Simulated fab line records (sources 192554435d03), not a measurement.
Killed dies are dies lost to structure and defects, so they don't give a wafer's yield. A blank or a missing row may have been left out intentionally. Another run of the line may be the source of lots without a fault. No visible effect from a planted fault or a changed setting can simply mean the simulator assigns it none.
Which tool did it? :: flow n5_finfet :: 33 wafers from 11 lots sampled at 4 of the route's 1938 steps

## WHAT THE GAUGES READ, wafer by wafer
N5_HKMG_FIN_INSPECT_61: inspects for defects (macro).
lot: L076
measured: day 4 16:31
on: defect_inspect-02
raw_defect_count: 4 0 1

lot: L078
measured: day 5 03:35
on: defect_inspect-01
raw_defect_count: 3 1 1

lot: L080
measured: day 5 10:52
on: defect_inspect-02
raw_defect_count: 2 1 1

lot: L082
measured: day 6 02:46
on: defect_inspect-01
raw_defect_count: 0 0 5

lot: L085
measured: day 7 01:52
on: defect_inspect-02
raw_defect_count: 2 3 1

lot: L087
measured: day 7 10:39
on: defect_inspect-01
raw_defect_count: 1 1 0

lot: L089
measured: day 7 17:20
on: defect_inspect-02
raw_defect_count: 0 0 4

lot: L091
measured: day 8 04:31
on: defect_inspect-02
raw_defect_count: 3 2 1

lot: L093
measured: day 8 19:45
on: defect_inspect-02
raw_defect_count: 4 1 3

lot: L095
measured: day 9 12:18
on: defect_inspect-02
raw_defect_count: 1 1 4

lot: L097
measured: day 9 18:26
on: defect_inspect-02
raw_defect_count: 1 2 0

## EACH LOT AND THE TOOL THAT RAN IT (in order: tool; ch and the chambers of the sampled wafers; start)
lot: L076
N5_SDB_ETCH_17: rie_diel-05 ch 0,1,2, day 4 11:03
N5_SDB_ETCH_18: rie_diel-05 ch 0,1,2, day 4 11:05
N5_SDB_STRIP_21: rie_diel-05 ch 0,1,2, day 4 11:13

lot: L078
N5_SDB_ETCH_17: rie_diel-02 ch 0,2, day 4 18:20
N5_SDB_ETCH_18: rie_diel-02 ch 0,2, day 4 18:22
N5_SDB_STRIP_21: rie_diel-02 ch 0,2, day 4 18:30

lot: L080
N5_SDB_ETCH_17: rie_diel-02 ch 1,2,3, day 5 05:23
N5_SDB_ETCH_18: rie_diel-02 ch 1,2,3, day 5 05:25
N5_SDB_STRIP_21: rie_diel-02 ch 1,2,3, day 5 05:33

lot: L082
N5_SDB_ETCH_17: rie_diel-05 ch 0,1,2, day 5 21:15
N5_SDB_ETCH_18: rie_diel-05 ch 0,1,2, day 5 21:17
N5_SDB_STRIP_21: rie_diel-05 ch 0,1,2, day 5 21:26

lot: L085
N5_SDB_ETCH_17: rie_diel-02 ch 0,2,3, day 6 20:04
N5_SDB_ETCH_18: rie_diel-02 ch 0,2,3, day 6 20:09
N5_SDB_STRIP_21: rie_diel-02 ch 0,2,3, day 6 20:14

lot: L087
N5_SDB_ETCH_17: rie_diel-05 ch 1,2,3, day 7 04:40
N5_SDB_ETCH_18: rie_diel-05 ch 1,2,3, day 7 04:42
N5_SDB_STRIP_21: rie_diel-05 ch 1,2,3, day 7 04:50

lot: L089
N5_SDB_ETCH_17: rie_diel-02 ch 1,2,3, day 7 11:48
N5_SDB_ETCH_18: rie_diel-02 ch 1,2,3, day 7 11:50
N5_SDB_STRIP_21: rie_diel-02 ch 1,2,3, day 7 11:59

lot: L091
N5_SDB_ETCH_17: rie_diel-02 ch 0,3, day 7 22:16
N5_SDB_ETCH_18: rie_diel-02 ch 0,3, day 7 22:18
N5_SDB_STRIP_21: rie_diel-02 ch 0,3, day 7 22:26

lot: L093
N5_SDB_ETCH_17: rie_diel-04 ch 0,3, day 8 13:10
N5_SDB_ETCH_18: rie_diel-04 ch 0,3, day 8 13:11
N5_SDB_STRIP_21: rie_diel-04 ch 0,3, day 8 13:20

lot: L095
N5_SDB_ETCH_17: rie_diel-05 ch 1,2, day 9 06:44
N5_SDB_ETCH_18: rie_diel-05 ch 1,2, day 9 06:46
N5_SDB_STRIP_21: rie_diel-05 ch 1,2, day 9 06:54

lot: L097
N5_SDB_ETCH_17: rie_diel-05 ch 0,1,2, day 9 12:46
N5_SDB_ETCH_18: rie_diel-05 ch 0,1,2, day 9 12:48
N5_SDB_STRIP_21: rie_diel-05 ch 0,1,2, day 9 12:56
- N5_SDB_ETCH_17: etches SiARC in CF4, target depth 23.4 nm, time 39 s.
- N5_SDB_ETCH_18: etches SOC in N2/H2, target depth 100 nm, overetch 20 nm, time 150 s.
- N5_SDB_STRIP_21: strips in CF4.

## THE ANSWER, worked out from the rows above alone
Rule: the lots themselves supply what counts as usual. The widest of any qualifying gaps counts: lots, ordered by their means at a reading, are off when they make up no more than a third of the lots, leave a main group of 4 or more, and stand apart from it by 3 or more times the standard deviation of that group's means. If all means in a main group match to the digits the tables above print for the reading, that group is not used. Also off: a lot with no number at a reading for which 4 or more lots have one. All remaining lots with rows at the step are treated as sound.
None of the lots is off at any reading shown; this tells nothing.

## WHAT THE SIMULATOR HAD PUT IN
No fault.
